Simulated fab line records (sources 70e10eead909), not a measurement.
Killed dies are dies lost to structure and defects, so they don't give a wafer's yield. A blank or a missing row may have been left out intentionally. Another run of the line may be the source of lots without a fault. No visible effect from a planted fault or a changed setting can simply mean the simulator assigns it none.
8D (eight disciplines) problem report, filled in by code | flow nandHarc | the parts of the form that need people (team, actions taken, sign-off) are left out

== 1. THE PROBLEM ==
At NHARC_END_SORT_01, killedAtPeriphery averages 387.3 over 6 wafers from 2 lots, while fault-free wafers read 3.2, standard deviation 2.2. So: +99 or more standard deviations from the usual mean.
First seen on wafer L382.1, day 21 17:31, on prober-02. At this step, 12 wafers from 4 lots have a number in the record. Rule for "out", or "out of limits": more than 4 standard deviations from the usual mean. The rest of the wafers with a number are treated as sound.

== 2. WHAT THIS IS AND IS NOT ==
question                    | is                                                                                                                                          | is not
which readings at this step | killedAtPeriphery, defectLimitedYield, killedDies, sort_bin_2_pct, sort_bin_3_pct, sort_bin_4_pct, sortNPass, sortRimYieldPct, sortYieldPct | killedAtArray, killedAtOther, killedOpen, killedShort
which lots                  | L381, L382                                                                                                                                  | L384, L385
which wafers of those lots  | all that have a number                                                                                                                      | -
read on which gauges        | prober-02                                                                                                                                   | prober-01
when                        | from day 21 17:31                                                                                                                           | up to then (0 sound wafers); but 6 sound wafers of L384, L385 came after

== 3. THE SUSPECTS, EACH WITH WHAT RULES IT OUT ==
Counting: any tool at a process step up to the reading is kept as a suspect provided that every lot that is out went through it and no sound lot did after the first of them.
- the gauge at NHARC_END_SORT_01: kept. All the wafers that are out were read on prober-02, and no step on other tools shows them out.
- ecdCu-02 at NHARC_P_M1_ECD_22 (material Cu, target thk 400 nm): kept. It ran every lot that is out, first L382 (day 8 07:55), and no sound lot after that.
- pvdSputter-02 at NHARC_A_BONDPAD_PVD_27 (deposits Cu, target thk 30 nm, time 20.49 s): ruled out as a lasting fault. Sound lots L384 ran on it after its first lot that is out, L382 (day 20 22:22). Because NHARC_A_BONDPAD_PVD_27 lacks a start for some lots, the hours and order of its lots are taken from NHARC_HYBRID_BOND_OVL_MEAS_05.
After counting, ecdCu-02 at NHARC_P_M1_ECD_22 and prober-02 at NHARC_END_SORT_01 remain.

== 4. THE CAUSE (what the simulator had put in) ==
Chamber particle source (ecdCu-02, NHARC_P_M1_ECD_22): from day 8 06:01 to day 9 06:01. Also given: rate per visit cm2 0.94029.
2 suspects survive the count, and this tool is in that group.

== 5. THE CHAIN OF EFFECTS, in route order ==
Rows list readings where the struck wafers' mean (over those with a number) sits beyond 3 standard deviations from the usual. Readings are gone through only where the record gives a usual standard deviation; hours: the median, over the lots, of the time from a lot's start at the first step in this table giving one to that lot's start at this step; sigmas: the change measured in usual standard deviations.
hours | step              | reading            | usual  | on struck wafers | change | sigmas
0     | NHARC_END_SORT_01 | defectLimitedYield | 95.5 % | 40.1             | -55.4  | -43
0     | NHARC_END_SORT_01 | killedAtPeriphery  | 3.2    | 387.3            | +384.1 | +99 or more
0     | NHARC_END_SORT_01 | killedDies         | 30     | 406              | +376   | +44
0     | NHARC_END_SORT_01 | sort_bin_2_pct     | 1.5 %  | 21.5             | +20.0  | +38
0     | NHARC_END_SORT_01 | sort_bin_3_pct     | 0.21 % | 4.48             | +4.27  | +24
0     | NHARC_END_SORT_01 | sort_bin_4_pct     | 2.8 %  | 33.9             | +31.1  | +34
0     | NHARC_END_SORT_01 | sortNPass          | 647    | 272              | -376   | -44
0     | NHARC_END_SORT_01 | sortRimYieldPct    | 94.8 % | 38.3             | -56.5  | -21
0     | NHARC_END_SORT_01 | sortYieldPct       | 95.5 % | 40.1             | -55.4  | -43

== 6. WHAT WOULD HAVE CAUGHT IT SOONER ==
In this record the first reading out of limits at a measuring or inspecting step was taken at day 21 17:31, 324 hours after the fault began at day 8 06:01.
The start of NHARC_P_M1_ECD_22 on ecdCu-02 came by day 21 17:31 for every one of the lots that are out (2). A hold on the tool at that time would have spared none of them.
